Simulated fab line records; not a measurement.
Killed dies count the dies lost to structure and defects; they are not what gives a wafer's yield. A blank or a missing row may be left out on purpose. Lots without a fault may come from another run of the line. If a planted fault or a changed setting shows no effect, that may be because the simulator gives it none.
What tool caused it? | flow nand-harc | 18 wafers from 6 lots sampled at 4 of the route's 1159 steps

## WHAT THE GAUGES READ, wafer by wafer
NHARC_END_SORT_01.
lot  | measured     | on        | killed-at-other
L193 | day 22 06:58 | prober-02 | 0 0 0
L191 | day 23 07:20 | prober-02 | 2 5 1

## TOOL THAT RAN EACH LOT (tool first, then ch and the chambers of the sampled wafers, then the start)
lot  | NHARC_P_BONDPAD_PVD_27       | NHARC_A_M1_PVD_20                       | NHARC_A_BONDPAD_DESCUM_11
L181 | pvd-sputter-01, day 6 22:24  | pvd-sputter-03, day 18 03:50 or earlier | rie-diel-03 ch 0,1,3, day 18 03:50
L183 | pvd-sputter-03, day 7 08:32  | pvd-sputter-02, day 18 14:02 or earlier | rie-diel-11 ch 0,1,3, day 18 14:02
L189 | pvd-sputter-02, day 8 12:40  | pvd-sputter-02, day 20 06:52 or earlier | rie-diel-03 ch 0,1,2, day 20 06:52
L193 | pvd-sputter-03, day 9 14:11  | pvd-sputter-01, day 20 15:42 or earlier | rie-diel-03 ch 0,2,3, day 20 15:42
L191 | pvd-sputter-03, day 10 11:39 | -                                       | -
L202 | pvd-sputter-02, day 11 20:40 | pvd-sputter-03, day 23 22:32 or earlier | rie-diel-03 ch 0,1,2, day 23 22:32
- NHARC_P_BONDPAD_PVD_27: deposits Cu, target thk 30 nm, time 20.49 s.
- NHARC_A_M1_PVD_20: deposits TaN, target thk 5 nm, time 8.06 s.
- NHARC_A_BONDPAD_DESCUM_11: chemistry O2, time 3 s.

## THE ANSWER, worked out from the rows above alone
Rule: what is usual is taken from the lots themselves. Put in order of their means at a reading, lots are off if they are a third of the lots or fewer, leave a main group of 4 or more, and stand apart from it by a gap of 3 or more times the standard deviation of the main group's means; of several such gaps the widest counts. A main group is skipped when, at the precision printed for the reading in the tables above, its means are all equal. Also off: a lot with no number at a reading for which 4 or more lots have one. All remaining lots with rows at the step are treated as sound.
None of the lots is off at any reading shown; this tells nothing.

## WHAT THE SIMULATOR HAD INSERTED
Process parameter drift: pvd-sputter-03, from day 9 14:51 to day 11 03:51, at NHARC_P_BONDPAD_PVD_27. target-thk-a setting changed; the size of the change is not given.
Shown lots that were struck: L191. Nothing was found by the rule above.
